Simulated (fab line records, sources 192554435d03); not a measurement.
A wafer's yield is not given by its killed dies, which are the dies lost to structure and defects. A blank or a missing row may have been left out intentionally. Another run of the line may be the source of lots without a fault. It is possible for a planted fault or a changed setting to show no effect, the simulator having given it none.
The tool behind it: which one? :: flow n5-finfet :: 24 lots, 72 wafers sampled, at 5 steps of a route of 1938

WHAT THE GAUGES SHOWED, per wafer
N5_BEOL_M15_INSPECT_12: inspects for defects (macro). Usual: raw-defect-count at 2.0, with a standard deviation of 1.6.
lot: L075
measured: day 11 23:11
on: defect-inspect-01
raw-defect-count: 3 1 3
flag: 

lot: L074
measured: day 12 01:38
on: defect-inspect-01
raw-defect-count: 5 3 0
flag: 

lot: L077
measured: day 12 04:49
on: defect-inspect-01
raw-defect-count: 2 4 1
flag: 

lot: L076
measured: day 12 07:37
on: defect-inspect-02
raw-defect-count: 3 0 5
flag: 

lot: L080
measured: day 12 20:41
on: defect-inspect-02
raw-defect-count: 2 3 2
flag: 

lot: L079
measured: day 12 22:01
on: defect-inspect-01
raw-defect-count: 1 0 5
flag: 

lot: L078
measured: day 13 00:26
on: defect-inspect-02
raw-defect-count: 1 1 2
flag: 

lot: L081
measured: day 13 05:53
on: defect-inspect-01
raw-defect-count: 4 1 0
flag: 

lot: L082
measured: day 13 13:20
on: defect-inspect-01
raw-defect-count: 4 1 0
flag: 

lot: L083
measured: day 13 22:45
on: defect-inspect-02
raw-defect-count: 2 0 2
flag: 

lot: L084
measured: day 14 07:26
on: defect-inspect-02
raw-defect-count: 3 1 2
flag: 

lot: L086
measured: day 14 07:49
on: defect-inspect-02
raw-defect-count: 1 4 1
flag: 

lot: L085
measured: day 14 10:31
on: defect-inspect-02
raw-defect-count: 0 1 1
flag: 

lot: L087
measured: day 15 03:34
on: defect-inspect-01
raw-defect-count: 3 1 1
flag: 

lot: L090
measured: day 15 11:53
on: defect-inspect-01
raw-defect-count: 1 5 2
flag: 

lot: L092
measured: day 15 13:07
on: defect-inspect-02
raw-defect-count: 2 3 4
flag: 

lot: L088
measured: day 15 13:09
on: defect-inspect-01
raw-defect-count: 0 1 1
flag: 

lot: L089
measured: day 16 05:34
on: defect-inspect-01
raw-defect-count: 0 2 2
flag: 

lot: L091
measured: day 16 12:48
on: defect-inspect-02
raw-defect-count: 2 1 3
flag: 

lot: L093
measured: day 16 15:25
on: defect-inspect-02
raw-defect-count: 3 1 1
flag: 

lot: L094
measured: day 17 00:40
on: defect-inspect-01
raw-defect-count: 0 1 4
flag: 

lot: L095
measured: day 17 02:58
on: defect-inspect-01
raw-defect-count: 4 3 1
flag: 

lot: L096
measured: day 17 12:11
on: defect-inspect-02
raw-defect-count: 1 1 2
flag: 

lot: L097
measured: day 17 16:17
on: defect-inspect-02
raw-defect-count: 1 0 1
flag: 

N5_BEOL_M15_THK_MEAS_50: measures by xrf. Usual: M15_THK 838 nm, standard deviation 20.
lot: L075
measured: day 12 07:32
on: film-metro-01
M15_THK (nm): 831 856 836
flag: 

lot: L074
measured: day 12 08:20
on: film-metro-02
M15_THK (nm): 848 820 814
flag: 

lot: L077
measured: day 12 08:37
on: film-metro-02
M15_THK (nm): 820 838 805
flag: 

lot: L076
measured: day 12 13:31
on: film-metro-01
M15_THK (nm): 832 791 832
flag: 

lot: L080
measured: day 13 06:32
on: film-metro-01
M15_THK (nm): 850 820 865
flag: 

lot: L079
measured: day 13 07:15
on: film-metro-02
M15_THK (nm): 826 855 857
flag: 

lot: L078
measured: day 13 07:01
on: film-metro-02
M15_THK (nm): 828 774 828
flag: 

lot: L081
measured: day 13 13:29
on: film-metro-01
M15_THK (nm): 806 852 815
flag: 

lot: L082
measured: day 13 20:22
on: film-metro-01
M15_THK (nm): 794 830 820
flag: 

lot: L083
measured: day 14 05:46
on: film-metro-01
M15_THK (nm): 858 848 860
flag: 

lot: L084
measured: day 14 20:41
on: film-metro-01
M15_THK (nm): 838 850 826
flag: 

lot: L086
measured: day 14 23:28
on: film-metro-02
M15_THK (nm): 815 815 855
flag: 

lot: L085
measured: day 15 00:40
on: film-metro-01
M15_THK (nm): 848 868 852
flag: 

lot: L087
measured: day 15 08:29
on: film-metro-01
M15_THK (nm): 824 831 827
flag: 

lot: L090
measured: day 15 18:11
on: film-metro-02
M15_THK (nm): 822 855 853
flag: 

lot: L092
measured: day 15 19:32
on: film-metro-01
M15_THK (nm): 853 813 851
flag: 

lot: L088
measured: day 15 19:54
on: film-metro-01
M15_THK (nm): 856 851 831
flag: 

lot: L089
measured: day 16 11:59
on: film-metro-02
M15_THK (nm): 857 826 826
flag: 

lot: L091
measured: day 16 19:16
on: film-metro-01
M15_THK (nm): 823 821 820
flag: 

lot: L093
measured: day 16 20:20
on: film-metro-01
M15_THK (nm): 884 847 884
flag: 

lot: L094
measured: day 17 05:31
on: film-metro-01
M15_THK (nm): 822 828 852
flag: 

lot: L095
measured: day 17 10:17
on: film-metro-02
M15_THK (nm): 846 884 832
flag: 

lot: L096
measured: day 17 16:43
on: film-metro-02
M15_THK (nm): 829 835 862
flag: 

lot: L097
measured: day 17 20:35
on: film-metro-02
M15_THK (nm): 832 856 828
flag: 

TOOL THAT RAN EACH LOT (tool first, then ch and the chambers of the sampled wafers, then the start)
lot: L075
N5_BEOL_M15_ETCH_61: rie-diel-06 ch 2,3, day 12 00:54
N5_BEOL_M15_TRENCH_ETCH_34: rie-diel-06 ch 2,3, day 12 00:57
N5_BEOL_M15_SPUTTER_43: pvd-sputter-03, day 12 06:25

lot: L074
N5_BEOL_M15_ETCH_61: rie-diel-06 ch 0,2,3, day 12 03:10
N5_BEOL_M15_TRENCH_ETCH_34: rie-diel-06 ch 0,2,3, day 12 03:13
N5_BEOL_M15_SPUTTER_43: pvd-sputter-02, day 12 06:56

lot: L077
N5_BEOL_M15_ETCH_61: rie-diel-06 ch 0,2,3, day 12 06:35
N5_BEOL_M15_TRENCH_ETCH_34: rie-diel-06 ch 0,2,3, day 12 06:38
N5_BEOL_M15_SPUTTER_43: pvd-sputter-01, day 12 07:25

lot: L076
N5_BEOL_M15_ETCH_61: rie-diel-01 ch 0,1, day 12 09:22
N5_BEOL_M15_TRENCH_ETCH_34: rie-diel-01 ch 0,1, day 12 09:25
N5_BEOL_M15_SPUTTER_43: pvd-sputter-03, day 12 12:24

lot: L080
N5_BEOL_M15_ETCH_61: rie-diel-06 ch 0,1,2, day 12 22:33
N5_BEOL_M15_TRENCH_ETCH_34: rie-diel-06 ch 0,1,2, day 12 22:36
N5_BEOL_M15_SPUTTER_43: pvd-sputter-03, day 13 05:26

lot: L079
N5_BEOL_M15_ETCH_61: rie-diel-06 ch 1,2,3, day 12 23:43
N5_BEOL_M15_TRENCH_ETCH_34: rie-diel-06 ch 1,2,3, day 12 23:47
N5_BEOL_M15_SPUTTER_43: pvd-sputter-01, day 13 05:55

lot: L078
N5_BEOL_M15_ETCH_61: rie-diel-01 ch 1,2,3, day 13 02:05
N5_BEOL_M15_TRENCH_ETCH_34: rie-diel-01 ch 1,2,3, day 13 02:08
N5_BEOL_M15_SPUTTER_43: pvd-sputter-03, day 13 05:50

lot: L081
N5_BEOL_M15_ETCH_61: rie-diel-06 ch 0,1, day 13 07:25
N5_BEOL_M15_TRENCH_ETCH_34: rie-diel-06 ch 0,1, day 13 07:28
N5_BEOL_M15_SPUTTER_43: pvd-sputter-02, day 13 12:22

lot: L082
N5_BEOL_M15_ETCH_61: rie-diel-01 ch 0,1, day 13 15:14
N5_BEOL_M15_TRENCH_ETCH_34: rie-diel-01 ch 0,1, day 13 15:17
N5_BEOL_M15_SPUTTER_43: pvd-sputter-02, day 13 19:02

lot: L083
N5_BEOL_M15_ETCH_61: rie-diel-01 ch 2,3, day 14 00:24
N5_BEOL_M15_TRENCH_ETCH_34: rie-diel-01 ch 2,3, day 14 00:28
N5_BEOL_M15_SPUTTER_43: pvd-sputter-01, day 14 04:11

lot: L084
N5_BEOL_M15_ETCH_61: rie-diel-06 ch 1,2,3, day 14 09:01
N5_BEOL_M15_TRENCH_ETCH_34: rie-diel-06 ch 1,2,3, day 14 09:04
N5_BEOL_M15_SPUTTER_43: pvd-sputter-02, day 14 19:35

lot: L086
N5_BEOL_M15_ETCH_61: rie-diel-06 ch 0,1,3, day 14 09:31
N5_BEOL_M15_TRENCH_ETCH_34: rie-diel-06 ch 0,1,3, day 14 09:34
N5_BEOL_M15_SPUTTER_43: pvd-sputter-01, day 14 22:19

lot: L085
N5_BEOL_M15_ETCH_61: rie-diel-05 ch 0,3, day 14 12:34
N5_BEOL_M15_TRENCH_ETCH_34: rie-diel-05 ch 0,3, day 14 12:37
N5_BEOL_M15_SPUTTER_43: pvd-sputter-03, day 14 23:33

lot: L087
N5_BEOL_M15_ETCH_61: rie-diel-01 ch 1,3, day 15 05:22
N5_BEOL_M15_TRENCH_ETCH_34: rie-diel-01 ch 1,3, day 15 05:25
N5_BEOL_M15_SPUTTER_43: pvd-sputter-03, day 15 06:40

lot: L090
N5_BEOL_M15_ETCH_61: rie-diel-06 ch 0,1,2, day 15 13:58
N5_BEOL_M15_TRENCH_ETCH_34: rie-diel-06 ch 0,1,2, day 15 14:02
N5_BEOL_M15_SPUTTER_43: pvd-sputter-03, day 15 14:58

lot: L092
N5_BEOL_M15_ETCH_61: rie-diel-06 ch 0,1,2, day 15 15:05
N5_BEOL_M15_TRENCH_ETCH_34: rie-diel-06 ch 0,1,2, day 15 15:08
N5_BEOL_M15_SPUTTER_43: pvd-sputter-02, day 15 17:42

lot: L088
N5_BEOL_M15_ETCH_61: rie-diel-01 ch 0,1,2, day 15 15:22
N5_BEOL_M15_TRENCH_ETCH_34: rie-diel-01 ch 0,1,2, day 15 15:25
N5_BEOL_M15_SPUTTER_43: pvd-sputter-01, day 15 18:37

lot: L089
N5_BEOL_M15_ETCH_61: rie-diel-05 ch 0,1,3, day 16 07:05
N5_BEOL_M15_TRENCH_ETCH_34: rie-diel-05 ch 0,1,3, day 16 07:08
N5_BEOL_M15_SPUTTER_43: pvd-sputter-02, day 16 10:49

lot: L091
N5_BEOL_M15_ETCH_61: rie-diel-06 ch 0,3, day 16 14:20
N5_BEOL_M15_TRENCH_ETCH_34: rie-diel-06 ch 0,3, day 16 14:23
N5_BEOL_M15_SPUTTER_43: pvd-sputter-01, day 16 18:09

lot: L093
N5_BEOL_M15_ETCH_61: rie-diel-05 ch 1,2,3, day 16 17:04
N5_BEOL_M15_TRENCH_ETCH_34: rie-diel-05 ch 1,2,3, day 16 17:07
N5_BEOL_M15_SPUTTER_43: pvd-sputter-01, day 16 18:56

lot: L094
N5_BEOL_M15_ETCH_61: rie-diel-06 ch 0,2,3, day 17 02:16
N5_BEOL_M15_TRENCH_ETCH_34: rie-diel-06 ch 0,2,3, day 17 02:19
N5_BEOL_M15_SPUTTER_43: pvd-sputter-03, day 17 04:12

lot: L095
N5_BEOL_M15_ETCH_61: rie-diel-05 ch 0,1,3, day 17 05:01
N5_BEOL_M15_TRENCH_ETCH_34: rie-diel-05 ch 0,1,3, day 17 05:04
N5_BEOL_M15_SPUTTER_43: pvd-sputter-01, day 17 09:10

lot: L096
N5_BEOL_M15_ETCH_61: rie-diel-01 ch 1,2,3, day 17 13:54
N5_BEOL_M15_TRENCH_ETCH_34: rie-diel-01 ch 1,2,3, day 17 13:57
N5_BEOL_M15_SPUTTER_43: pvd-sputter-02, day 17 15:25

lot: L097
N5_BEOL_M15_ETCH_61: rie-diel-01 ch 1,2,3, day 17 18:01
N5_BEOL_M15_TRENCH_ETCH_34: rie-diel-01 ch 1,2,3, day 17 18:04
N5_BEOL_M15_SPUTTER_43: pvd-sputter-03, day 17 19:28
- N5_BEOL_M15_ETCH_61: etches BARC in N2/H2, target depth 89 nm, overetch 26.7 nm, time 67.9 s.
- N5_BEOL_M15_TRENCH_ETCH_34: etches SiO2 in C4F8/O2/Ar, target depth 872.93 nm, time 199 s.
- N5_BEOL_M15_SPUTTER_43: material TaN, target thk 15 nm, time 24.19 s.

WHAT THE TOOLS THEMSELVES READ (means of the sampled wafers that have a number; where no wafer has one, the mark that the record gives instead)
N5_BEOL_M15_ETCH_61. Usual: drypump-motor-current-A 5.8 A, standard deviation 0.38; oes-product-au 0.67 a.u., standard deviation 0.078; rf-vpp-V 523.0 V, standard deviation 2.9; showerhead-plenum-p-Torr 2.51 Torr, standard deviation 0.1; throttle-valve-pct 18.0 %, standard deviation 0.35.
lot: L075
tool: rie-diel-06
drypump-motor-current-A (A): 6.0
oes-product-au (a.u.): 0.63
rf-vpp-V (V): 522.4
showerhead-plenum-p-Torr (Torr): 2.47
throttle-valve-pct (%): 18.3
flag: 

lot: L074
tool: rie-diel-06
drypump-motor-current-A (A): 5.8
oes-product-au (a.u.): 0.64
rf-vpp-V (V): 521.3
showerhead-plenum-p-Torr (Torr): 2.47
throttle-valve-pct (%): 18.2
flag: 

lot: L077
tool: rie-diel-06
drypump-motor-current-A (A): 5.8
oes-product-au (a.u.): 0.64
rf-vpp-V (V): 521.7
showerhead-plenum-p-Torr (Torr): 2.47
throttle-valve-pct (%): 18.3
flag: 

lot: L076
tool: rie-diel-01
drypump-motor-current-A (A): 6.2
oes-product-au (a.u.): 0.59
rf-vpp-V (V): 521.6
showerhead-plenum-p-Torr (Torr): 2.43
throttle-valve-pct (%): 18.1
flag: 

lot: L080
tool: rie-diel-06
drypump-motor-current-A (A): 5.5
oes-product-au (a.u.): 0.69
rf-vpp-V (V): 521.0
showerhead-plenum-p-Torr (Torr): 2.46
throttle-valve-pct (%): 17.9
flag: 

lot: L079
tool: rie-diel-06
drypump-motor-current-A (A): 5.7
oes-product-au (a.u.): 0.69
rf-vpp-V (V): 521.1
showerhead-plenum-p-Torr (Torr): 2.45
throttle-valve-pct (%): 17.9
flag: 

lot: L078
tool: rie-diel-01
drypump-motor-current-A (A): 5.6
oes-product-au (a.u.): 0.64
rf-vpp-V (V): 524.3
showerhead-plenum-p-Torr (Torr): 2.52
throttle-valve-pct (%): 18.0
flag: 

lot: L081
tool: rie-diel-06
drypump-motor-current-A (A): 5.5
oes-product-au (a.u.): 0.68
rf-vpp-V (V): 522.8
showerhead-plenum-p-Torr (Torr): 2.52
throttle-valve-pct (%): 18.0
flag: 

lot: L082
tool: rie-diel-01
drypump-motor-current-A (A): 6.2
oes-product-au (a.u.): 0.59
rf-vpp-V (V): 520.5
showerhead-plenum-p-Torr (Torr): 2.42
throttle-valve-pct (%): 18.2
flag: 

lot: L083
tool: rie-diel-01
drypump-motor-current-A (A): 5.4
oes-product-au (a.u.): 0.68
rf-vpp-V (V): 522.9
showerhead-plenum-p-Torr (Torr): 2.51
throttle-valve-pct (%): 17.9
flag: 

lot: L084
tool: rie-diel-06
drypump-motor-current-A (A): 5.7
oes-product-au (a.u.): 0.67
rf-vpp-V (V): 521.4
showerhead-plenum-p-Torr (Torr): 2.45
throttle-valve-pct (%): 17.9
flag: 

lot: L086
tool: rie-diel-06
drypump-motor-current-A (A): 5.7
oes-product-au (a.u.): 0.67
rf-vpp-V (V): 523.9
showerhead-plenum-p-Torr (Torr): 2.51
throttle-valve-pct (%): 18.0
flag: 

lot: L085
tool: rie-diel-05
drypump-motor-current-A (A): 6.3
oes-product-au (a.u.): 0.78
rf-vpp-V (V): 526.7
showerhead-plenum-p-Torr (Torr): 2.68
throttle-valve-pct (%): 18.0
flag: 

lot: L087
tool: rie-diel-01
drypump-motor-current-A (A): 5.9
oes-product-au (a.u.): 0.73
rf-vpp-V (V): 523.8
showerhead-plenum-p-Torr (Torr): 2.52
throttle-valve-pct (%): 17.8
flag: 

lot: L090
tool: rie-diel-06
drypump-motor-current-A (A): 5.5
oes-product-au (a.u.): 0.67
rf-vpp-V (V): 520.6
showerhead-plenum-p-Torr (Torr): 2.45
throttle-valve-pct (%): 17.9
flag: 

lot: L092
tool: rie-diel-06
drypump-motor-current-A (A): 5.5
oes-product-au (a.u.): 0.67
rf-vpp-V (V): 521.5
showerhead-plenum-p-Torr (Torr): 2.45
throttle-valve-pct (%): 17.9
flag: 

lot: L088
tool: rie-diel-01
drypump-motor-current-A (A): 5.8
oes-product-au (a.u.): 0.78
rf-vpp-V (V): 524.1
showerhead-plenum-p-Torr (Torr): 2.55
throttle-valve-pct (%): 17.7
flag: 

lot: L089
tool: rie-diel-05
drypump-motor-current-A (A): 6.2
oes-product-au (a.u.): 0.71
rf-vpp-V (V): 525.1
showerhead-plenum-p-Torr (Torr): 2.61
throttle-valve-pct (%): 17.9
flag: 

lot: L091
tool: rie-diel-06
drypump-motor-current-A (A): 6.0
oes-product-au (a.u.): 0.61
rf-vpp-V (V): 523.2
showerhead-plenum-p-Torr (Torr): 2.52
throttle-valve-pct (%): 18.4
flag: 

lot: L093
tool: rie-diel-05
drypump-motor-current-A (A): 6.1
oes-product-au (a.u.): 0.71
rf-vpp-V (V): 525.1
showerhead-plenum-p-Torr (Torr): 2.60
throttle-valve-pct (%): 17.6
flag: 

lot: L094
tool: rie-diel-06
drypump-motor-current-A (A): 5.9
oes-product-au (a.u.): 0.61
rf-vpp-V (V): 521.4
showerhead-plenum-p-Torr (Torr): 2.45
throttle-valve-pct (%): 18.3
flag: 

lot: L095
tool: rie-diel-05
drypump-motor-current-A (A): 6.2
oes-product-au (a.u.): 0.70
rf-vpp-V (V): 525.8
showerhead-plenum-p-Torr (Torr): 2.60
throttle-valve-pct (%): 17.9
flag: 

lot: L096
tool: rie-diel-01
drypump-motor-current-A (A): 5.6
oes-product-au (a.u.): 0.75
rf-vpp-V (V): 523.3
showerhead-plenum-p-Torr (Torr): 2.51
throttle-valve-pct (%): 17.8
flag: 

lot: L097
tool: rie-diel-01
drypump-motor-current-A (A): 5.6
oes-product-au (a.u.): 0.75
rf-vpp-V (V): 523.2
showerhead-plenum-p-Torr (Torr): 2.51
throttle-valve-pct (%): 17.8
flag: 

N5_BEOL_M15_TRENCH_ETCH_34. Usual: drypump-motor-current-A 5.8 A, standard deviation 0.39; oes-product-au 0.79 a.u., standard deviation 0.098; rf-vpp-V 2216 V, standard deviation 27; showerhead-plenum-p-Torr 3.40 Torr, standard deviation 0.13; throttle-valve-pct 31.0 %, standard deviation 0.35.
lot: L075
tool: rie-diel-06
drypump-motor-current-A (A): 6.0
oes-product-au (a.u.): 0.73
rf-vpp-V (V): 2211
showerhead-plenum-p-Torr (Torr): 3.33
throttle-valve-pct (%): 31.3
flag: 

lot: L074
tool: rie-diel-06
drypump-motor-current-A (A): 5.8
oes-product-au (a.u.): 0.73
rf-vpp-V (V): 2202
showerhead-plenum-p-Torr (Torr): 3.34
throttle-valve-pct (%): 31.2
flag: 

lot: L077
tool: rie-diel-06
drypump-motor-current-A (A): 5.9
oes-product-au (a.u.): 0.74
rf-vpp-V (V): 2200
showerhead-plenum-p-Torr (Torr): 3.34
throttle-valve-pct (%): 31.2
flag: 

lot: L076
tool: rie-diel-01
drypump-motor-current-A (A): 6.2
oes-product-au (a.u.): 0.69
rf-vpp-V (V): 2220
showerhead-plenum-p-Torr (Torr): 3.31
throttle-valve-pct (%): 31.2
flag: 

lot: L080
tool: rie-diel-06
drypump-motor-current-A (A): 5.5
oes-product-au (a.u.): 0.81
rf-vpp-V (V): 2193
showerhead-plenum-p-Torr (Torr): 3.32
throttle-valve-pct (%): 30.8
flag: 

lot: L079
tool: rie-diel-06
drypump-motor-current-A (A): 5.7
oes-product-au (a.u.): 0.81
rf-vpp-V (V): 2204
showerhead-plenum-p-Torr (Torr): 3.31
throttle-valve-pct (%): 30.9
flag: 

lot: L078
tool: rie-diel-01
drypump-motor-current-A (A): 5.6
oes-product-au (a.u.): 0.74
rf-vpp-V (V): 2225
showerhead-plenum-p-Torr (Torr): 3.43
throttle-valve-pct (%): 31.1
flag: 

lot: L081
tool: rie-diel-06
drypump-motor-current-A (A): 5.5
oes-product-au (a.u.): 0.79
rf-vpp-V (V): 2193
showerhead-plenum-p-Torr (Torr): 3.41
throttle-valve-pct (%): 30.9
flag: 

lot: L082
tool: rie-diel-01
drypump-motor-current-A (A): 6.2
oes-product-au (a.u.): 0.68
rf-vpp-V (V): 2219
showerhead-plenum-p-Torr (Torr): 3.31
throttle-valve-pct (%): 31.2
flag: 

lot: L083
tool: rie-diel-01
drypump-motor-current-A (A): 5.4
oes-product-au (a.u.): 0.80
rf-vpp-V (V): 2231
showerhead-plenum-p-Torr (Torr): 3.42
throttle-valve-pct (%): 31.0
flag: 

lot: L084
tool: rie-diel-06
drypump-motor-current-A (A): 5.7
oes-product-au (a.u.): 0.79
rf-vpp-V (V): 2204
showerhead-plenum-p-Torr (Torr): 3.31
throttle-valve-pct (%): 31.0
flag: 

lot: L086
tool: rie-diel-06
drypump-motor-current-A (A): 5.7
oes-product-au (a.u.): 0.78
rf-vpp-V (V): 2203
showerhead-plenum-p-Torr (Torr): 3.39
throttle-valve-pct (%): 30.9
flag: 

lot: L085
tool: rie-diel-05
drypump-motor-current-A (A): 6.3
oes-product-au (a.u.): 0.92
rf-vpp-V (V): 2236
showerhead-plenum-p-Torr (Torr): 3.58
throttle-valve-pct (%): 31.0
flag: 

lot: L087
tool: rie-diel-01
drypump-motor-current-A (A): 5.9
oes-product-au (a.u.): 0.85
rf-vpp-V (V): 2218
showerhead-plenum-p-Torr (Torr): 3.43
throttle-valve-pct (%): 31.0
flag: 

lot: L090
tool: rie-diel-06
drypump-motor-current-A (A): 5.5
oes-product-au (a.u.): 0.78
rf-vpp-V (V): 2193
showerhead-plenum-p-Torr (Torr): 3.31
throttle-valve-pct (%): 30.8
flag: 

lot: L092
tool: rie-diel-06
drypump-motor-current-A (A): 5.5
oes-product-au (a.u.): 0.78
rf-vpp-V (V): 2192
showerhead-plenum-p-Torr (Torr): 3.31
throttle-valve-pct (%): 30.8
flag: 

lot: L088
tool: rie-diel-01
drypump-motor-current-A (A): 5.8
oes-product-au (a.u.): 0.91
rf-vpp-V (V): 2238
showerhead-plenum-p-Torr (Torr): 3.46
throttle-valve-pct (%): 30.8
flag: 

lot: L089
tool: rie-diel-05
drypump-motor-current-A (A): 6.2
oes-product-au (a.u.): 0.84
rf-vpp-V (V): 2231
showerhead-plenum-p-Torr (Torr): 3.51
throttle-valve-pct (%): 30.9
flag: 

lot: L091
tool: rie-diel-06
drypump-motor-current-A (A): 6.0
oes-product-au (a.u.): 0.70
rf-vpp-V (V): 2208
showerhead-plenum-p-Torr (Torr): 3.40
throttle-valve-pct (%): 31.4
flag: 

lot: L093
tool: rie-diel-05
drypump-motor-current-A (A): 6.1
oes-product-au (a.u.): 0.85
rf-vpp-V (V): 2259
showerhead-plenum-p-Torr (Torr): 3.52
throttle-valve-pct (%): 30.7
flag: 

lot: L094
tool: rie-diel-06
drypump-motor-current-A (A): 5.9
oes-product-au (a.u.): 0.72
rf-vpp-V (V): 2199
showerhead-plenum-p-Torr (Torr): 3.32
throttle-valve-pct (%): 31.2
flag: 

lot: L095
tool: rie-diel-05
drypump-motor-current-A (A): 6.2
oes-product-au (a.u.): 0.83
rf-vpp-V (V): 2231
showerhead-plenum-p-Torr (Torr): 3.51
throttle-valve-pct (%): 30.9
flag: 

lot: L096
tool: rie-diel-01
drypump-motor-current-A (A): 5.6
oes-product-au (a.u.): 0.88
rf-vpp-V (V): 2224
showerhead-plenum-p-Torr (Torr): 3.41
throttle-valve-pct (%): 31.0
flag: 

lot: L097
tool: rie-diel-01
drypump-motor-current-A (A): 5.6
oes-product-au (a.u.): 0.88
rf-vpp-V (V): 2223
showerhead-plenum-p-Torr (Torr): 3.41
throttle-valve-pct (%): 31.0
flag: 

N5_BEOL_M15_SPUTTER_43. Usual: throttle-valve-pct at 29.8 %, with a standard deviation of 1.1.
lot: L075
tool: pvd-sputter-03
throttle-valve-pct (%): 30.1
flag: 

lot: L074
tool: pvd-sputter-02
throttle-valve-pct (%): 30.0
flag: 

lot: L077
tool: pvd-sputter-01
throttle-valve-pct (%): 29.0
flag: 

lot: L076
tool: pvd-sputter-03
throttle-valve-pct (%): 29.7
flag: 

lot: L080
tool: pvd-sputter-03
throttle-valve-pct (%): 30.7
flag: 

lot: L079
tool: pvd-sputter-01
throttle-valve-pct (%): 29.6
flag: 

lot: L078
tool: pvd-sputter-03
throttle-valve-pct (%): 30.8
flag: 

lot: L081
tool: pvd-sputter-02
throttle-valve-pct (%): 29.7
flag: 

lot: L082
tool: pvd-sputter-02
throttle-valve-pct (%): 30.1
flag: 

lot: L083
tool: pvd-sputter-01
throttle-valve-pct (%): 29.0
flag: 

lot: L084
tool: pvd-sputter-02
throttle-valve-pct (%): 29.6
flag: 

lot: L086
tool: pvd-sputter-01
throttle-valve-pct (%): 28.9
flag: 

lot: L085
tool: pvd-sputter-03
throttle-valve-pct (%): 29.2
flag: 

lot: L087
tool: pvd-sputter-03
throttle-valve-pct (%): 30.9
flag: 

lot: L090
tool: pvd-sputter-03
throttle-valve-pct (%): 29.7
flag: 

lot: L092
tool: pvd-sputter-02
throttle-valve-pct (%): 29.6
flag: 

lot: L088
tool: pvd-sputter-01
throttle-valve-pct (%): 28.8
flag: 

lot: L089
tool: pvd-sputter-02
throttle-valve-pct (%): 30.0
flag: 

lot: L091
tool: pvd-sputter-01
throttle-valve-pct (%): 28.8
flag: 

lot: L093
tool: pvd-sputter-01
throttle-valve-pct (%): 29.6
flag: 

lot: L094
tool: pvd-sputter-03
throttle-valve-pct (%): 31.6
flag: 

lot: L095
tool: pvd-sputter-01
throttle-valve-pct (%): 28.9
flag: 

lot: L096
tool: pvd-sputter-02
throttle-valve-pct (%): 30.1
flag: 

lot: L097
tool: pvd-sputter-03
throttle-valve-pct (%): 30.1
flag: 

THE ANSWER, worked out from the rows above alone
Rule: lot off if the mean of its wafers having a number is beyond 3 standard deviations from the usual mean. Also off: a lot with no number at a reading for which 4 or more lots have one. Where the step has rows for the other lots, those lots are counted as sound. The gauges are gone through in route order, then the tools' own readings, and for those a lot's mean is taken as printed above. At the first step where some lot is off, the reading lying furthest off is the one used; lots without a number count as furthest.
Nothing can be told from this: no lot is off at any reading shown.

WHAT THE SIMULATOR HAD PUT IN
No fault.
